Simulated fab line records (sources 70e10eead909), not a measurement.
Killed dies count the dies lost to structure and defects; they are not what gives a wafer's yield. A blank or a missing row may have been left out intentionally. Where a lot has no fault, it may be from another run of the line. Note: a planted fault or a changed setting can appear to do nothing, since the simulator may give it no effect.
What tool caused it? -- flow nand-harc -- at 1 step of a route of 1302, 14 lots with 42 wafers sampled

## WHAT THE GAUGES READ, wafer by wafer
NHARC_A_WL_FILL_INSPECT_15. Usual: raw-defect-count reads 456 (standard deviation 110).
lot,measured,on,raw-defect-count,flag
L626,day 21 04:00,defect-inspect-01,596 735 507,
L627,day 21 12:30,defect-inspect-02,488 432 464,
L631,day 22 17:52,defect-inspect-02,513 359 322,
L629,day 22 21:01,defect-inspect-01,473 651 414,
L633,day 23 07:49,defect-inspect-01,474 463 695,
L632,day 23 17:31,defect-inspect-02,690 482 617,
L636,day 24 17:46,defect-inspect-02,413 461 553,
L637,day 26 02:21,defect-inspect-02,355 255 498,
L642,day 27 15:14,defect-inspect-02,551 455 368,
L643,day 27 15:23,defect-inspect-01,578 388 412,
L645,day 28 07:48,defect-inspect-02,492 473 533,
L647,day 29 11:53,defect-inspect-02,526 590 488,
L648,day 30 03:02,defect-inspect-01,333 306 608,
L649,day 30 13:47,defect-inspect-02,271 450 322,

## TOOL THAT RAN EACH LOT (tool first, then ch and the chambers of the sampled wafers, then the start)
The record holds no process step before these readings.

## AS READ BY THE TOOLS THEMSELVES (means over the sampled wafers that have a number; for cases with no such wafer, the mark the record gives instead)
The record holds no such reading with a usual standard deviation.

## THE ANSWER, worked out from the rows above alone
Rule: a lot counts as off when the mean over its wafers that have a number is more than 3 standard deviations away from the usual mean. Also off: a lot with no number at a reading for which 4 or more lots have one. All remaining lots with rows at the step are treated as sound. Order of review: gauges by route order, followed by the tools' own readings, for which a lot's mean as printed above is used. The first step at which some lot is off is used, and at that step the reading that is off furthest; a lot without a number counts as furthest.
Across all readings shown, no lot is off: no conclusion can be drawn from this.

## WHAT WAS PUT IN BY THE SIMULATOR
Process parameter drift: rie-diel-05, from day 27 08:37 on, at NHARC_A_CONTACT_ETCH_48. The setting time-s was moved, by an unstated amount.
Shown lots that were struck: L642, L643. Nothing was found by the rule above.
